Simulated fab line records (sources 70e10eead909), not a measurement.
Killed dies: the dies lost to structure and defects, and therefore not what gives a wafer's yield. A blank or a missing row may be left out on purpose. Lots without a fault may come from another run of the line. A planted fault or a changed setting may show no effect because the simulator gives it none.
Which of the tools did it? | flow nand-harc | 72 wafers from 24 lots sampled at 3 of the route's 1302 steps

== WHAT THE GAUGES SHOWED, per wafer ==
NHARC_P_GATE_CD_MEAS_33.
lot  | measured     | on        | cd-nm (nm)
L074 | day 5 10:13  | cd-sem-03 | 117 119 120
L075 | day 5 10:47  | cd-sem-01 | 118 123 126
L076 | day 5 22:19  | cd-sem-02 | 126 123 120
L077 | day 6 14:55  | cd-sem-03 | 123 118 120
L078 | day 6 14:30  | cd-sem-01 | 118 117 116
L079 | day 7 05:54  | cd-sem-02 | 119 123 120
L080 | day 7 17:17  | cd-sem-01 | 127 123 122
L081 | day 8 01:43  | cd-sem-01 | 124 126 121
L082 | day 8 12:38  | cd-sem-01 | 115 121 120
L083 | day 9 06:53  | cd-sem-01 | 125 122 119
L084 | day 9 12:51  | cd-sem-02 | 116 127 123
L085 | day 9 18:05  | cd-sem-02 | 117 121 123
L086 | day 9 22:52  | cd-sem-01 | 119 116 115
L087 | day 10 08:34 | cd-sem-03 | 125 124 120
L088 | day 11 02:50 | cd-sem-01 | 117 117 120
L089 | day 11 02:20 | cd-sem-03 | 123 116 124
L090 | day 11 22:59 | cd-sem-02 | 120 119 118
L091 | day 12 05:40 | cd-sem-01 | 124 117 124
L092 | day 12 12:47 | cd-sem-03 | 120 118 114
L093 | day 12 23:28 | cd-sem-01 | 120 118 124
L094 | day 13 17:40 | cd-sem-02 | 121 120 117
L095 | day 13 18:29 | cd-sem-01 | 125 125 121
L096 | day 14 04:50 | cd-sem-03 | 118 128 122
L097 | day 14 22:50 | cd-sem-03 | 120 127 127

== WHICH TOOL RAN EACH LOT (tool, then ch and the chambers of the sampled wafers, then the start) ==
lot  | NHARC_P_ZERO_WELL_ETCH_65          | NHARC_P_GATE_HM_DEP_102
L074 | rie-diel-03 ch 0,2,3, day 1 21:22  | acl-dep-01 ch 0, day 5 07:53
L075 | rie-diel-11 ch 2,3, day 2 07:31    | acl-dep-02 ch 0, day 5 08:36
L076 | rie-diel-11 ch 0,1,2, day 2 17:22  | acl-dep-03 ch 0, day 5 20:04
L077 | rie-diel-04 ch 0,1,2, day 3 03:22  | acl-dep-01 ch 0, day 6 12:40
L078 | rie-diel-03 ch 1,2, day 3 13:29    | acl-dep-02 ch 0, day 6 12:29
L079 | rie-diel-11 ch 1,2,3, day 3 23:32  | acl-dep-01 ch 0, day 7 03:34
L080 | rie-diel-04 ch 0,2, day 4 10:35    | acl-dep-03 ch 0, day 7 14:57
L081 | rie-diel-04 ch 0,1,2, day 4 19:32  | acl-dep-01 ch 0, day 7 23:17
L082 | rie-diel-03 ch 1,3, day 5 05:29    | acl-dep-02 ch 0, day 8 10:19
L083 | rie-diel-04 ch 0,1,3, day 5 15:38  | acl-dep-03 ch 0, day 9 04:40
L084 | rie-diel-04 ch 1,2,3, day 6 01:38  | acl-dep-03 ch 0, day 9 10:50
L085 | rie-diel-03 ch 1,2, day 6 11:23    | acl-dep-01 ch 0, day 9 15:58
L086 | rie-diel-03 ch 1,2, day 6 21:37    | acl-dep-01 ch 0, day 9 20:39
L087 | rie-diel-11 ch 0,1,3, day 7 07:29  | acl-dep-03 ch 0, day 10 06:22
L088 | rie-diel-04 ch 0,1,3, day 7 20:37  | acl-dep-01 ch 0, day 11 00:43
L089 | rie-diel-04 ch 0,2,3, day 8 03:21  | acl-dep-01 ch 0, day 10 23:58
L090 | rie-diel-11 ch 0,2,3, day 8 13:32  | acl-dep-03 ch 0, day 11 20:37
L091 | rie-diel-11 ch 0,1,2, day 8 23:37  | acl-dep-01 ch 0, day 12 03:28
L092 | rie-diel-11 ch 1,2, day 9 09:29    | acl-dep-02 ch 0, day 12 10:35
L093 | rie-diel-11 ch 0,1,3, day 9 19:29  | acl-dep-01 ch 0, day 12 21:16
L094 | rie-diel-04 ch 2,3, day 10 05:30   | acl-dep-01 ch 0, day 13 15:28
L095 | rie-diel-03 ch 0,1,2, day 10 15:38 | acl-dep-01 ch 0, day 13 16:06
L096 | rie-diel-11 ch 1,2,3, day 11 01:30 | acl-dep-03 ch 0, day 14 02:38
L097 | rie-diel-11 ch 2,3, day 11 11:29   | acl-dep-01 ch 0, day 14 20:44
- NHARC_P_ZERO_WELL_ETCH_65: etches the open film in N2/H2, target depth 80 nm, overetch 24 nm, time 87.88 s.
- NHARC_P_GATE_HM_DEP_102: deposits aC, target thk 120 nm.

== WHAT THE TOOLS THEMSELVES READ (means of the sampled wafers that have a number; where no wafer has one, the mark that the record gives instead) ==
NHARC_P_ZERO_WELL_ETCH_65.
lot  | tool        | bias-w (W) | drypump-motor-current-A (A) | oes-product-au (a.u.) | rf-vpp-V (V) | showerhead-plenum-p-Torr (Torr) | throttle-valve-pct (%)
L074 | rie-diel-03 | 149.8      | 6.0                         | 1.002                 | 429.0        | 1.98                            | 14.175
L075 | rie-diel-11 | 150.0      | 5.5                         | 0.991                 | 430.1        | 2.04                            | 14.175
L076 | rie-diel-11 | 149.9      | 5.8                         | 0.992                 | 428.8        | 1.98                            | 14.177
L077 | rie-diel-04 | 150.2      | 5.6                         | 1.003                 | 428.4        | 1.96                            | 14.173
L078 | rie-diel-03 | 149.7      | 5.5                         | 1.012                 | 429.3        | 1.98                            | 14.173
L079 | rie-diel-11 | 150.1      | 5.7                         | 0.991                 | 430.9        | 2.04                            | 14.168
L080 | rie-diel-04 | 149.8      | 5.4                         | 1.009                 | 430.8        | 2.01                            | 14.179
L081 | rie-diel-04 | 149.9      | 5.6                         | 0.997                 | 428.8        | 1.95                            | 14.161
L082 | rie-diel-03 | 150.4      | 5.9                         | 0.999                 | 431.4        | 2.09                            | 14.178
L083 | rie-diel-04 | 149.7      | 5.6                         | 1.000                 | 427.0        | 1.90                            | 14.168
L084 | rie-diel-04 | 150.2      | 5.6                         | 0.999                 | 428.2        | 1.96                            | 14.161
L085 | rie-diel-03 | 150.2      | 5.8                         | 1.020                 | 427.9        | 1.94                            | 14.167
L086 | rie-diel-03 | 149.6      | 5.8                         | 1.008                 | 428.3        | 1.94                            | 14.173
L087 | rie-diel-11 | 149.8      | 5.6                         | 1.005                 | 429.8        | 2.02                            | 14.164
L088 | rie-diel-04 | 150.1      | 5.6                         | 1.004                 | 426.6        | 1.90                            | 14.167
L089 | rie-diel-04 | 150.1      | 5.4                         | 1.006                 | 427.4        | 1.96                            | 14.173
L090 | rie-diel-11 | 149.7      | 5.4                         | 0.989                 | 429.5        | 2.00                            | 14.174
L091 | rie-diel-11 | 149.4      | 5.8                         | 1.001                 | 428.1        | 1.97                            | 14.171
L092 | rie-diel-11 | 149.8      | 6.0                         | 1.005                 | 428.6        | 1.99                            | 14.172
L093 | rie-diel-11 | 150.2      | 5.6                         | 1.000                 | 428.6        | 2.01                            | 14.170
L094 | rie-diel-04 | 149.3      | 5.3                         | 1.002                 | 428.3        | 1.96                            | 14.177
L095 | rie-diel-03 | 150.1      | 5.7                         | 1.007                 | 430.0        | 2.03                            | 14.176
L096 | rie-diel-11 | 150.4      | 5.7                         | 0.995                 | 429.2        | 2.02                            | 14.163
L097 | rie-diel-11 | 149.7      | 5.5                         | 0.989                 | 430.6        | 2.02                            | 14.167

NHARC_P_GATE_HM_DEP_102.
lot  | tool       | throttle-valve-pct (%)
L074 | acl-dep-01 | 34.999
L075 | acl-dep-02 | 35.006
L076 | acl-dep-03 | 34.996
L077 | acl-dep-01 | 34.989
L078 | acl-dep-02 | 34.999
L079 | acl-dep-01 | 35.001
L080 | acl-dep-03 | 34.998
L081 | acl-dep-01 | 34.999
L082 | acl-dep-02 | 34.994
L083 | acl-dep-03 | 35.006
L084 | acl-dep-03 | 34.990
L085 | acl-dep-01 | 34.998
L086 | acl-dep-01 | 35.001
L087 | acl-dep-03 | 35.005
L088 | acl-dep-01 | 35.006
L089 | acl-dep-01 | 35.005
L090 | acl-dep-03 | 34.997
L091 | acl-dep-01 | 34.998
L092 | acl-dep-02 | 35.001
L093 | acl-dep-01 | 34.996
L094 | acl-dep-01 | 35.000
L095 | acl-dep-01 | 35.007
L096 | acl-dep-03 | 35.005
L097 | acl-dep-01 | 35.002

== THE ANSWER, worked out from the rows above alone ==
Rule: what is usual is taken from the lots themselves. The widest of any qualifying gaps counts: lots, ordered by their means at a reading, are off when they make up no more than a third of the lots, leave a main group of 4 or more, and stand apart from it by 3 or more times the standard deviation of that group's means. Not used: any main group whose means are identical at the precision the tables above print for the reading. A lot without any number at a reading at which 4 lots or more have one is off too. The other lots that the step has rows for count as sound. Order of review: gauges by route order, followed by the tools' own readings, for which a lot's mean as printed above is used. The first step at which some lot is off is used, and at that step the reading that is off furthest; a lot without a number counts as furthest.
None of the lots is off at any reading shown; this tells nothing.

== WHAT THE SIMULATOR HAD INSERTED ==
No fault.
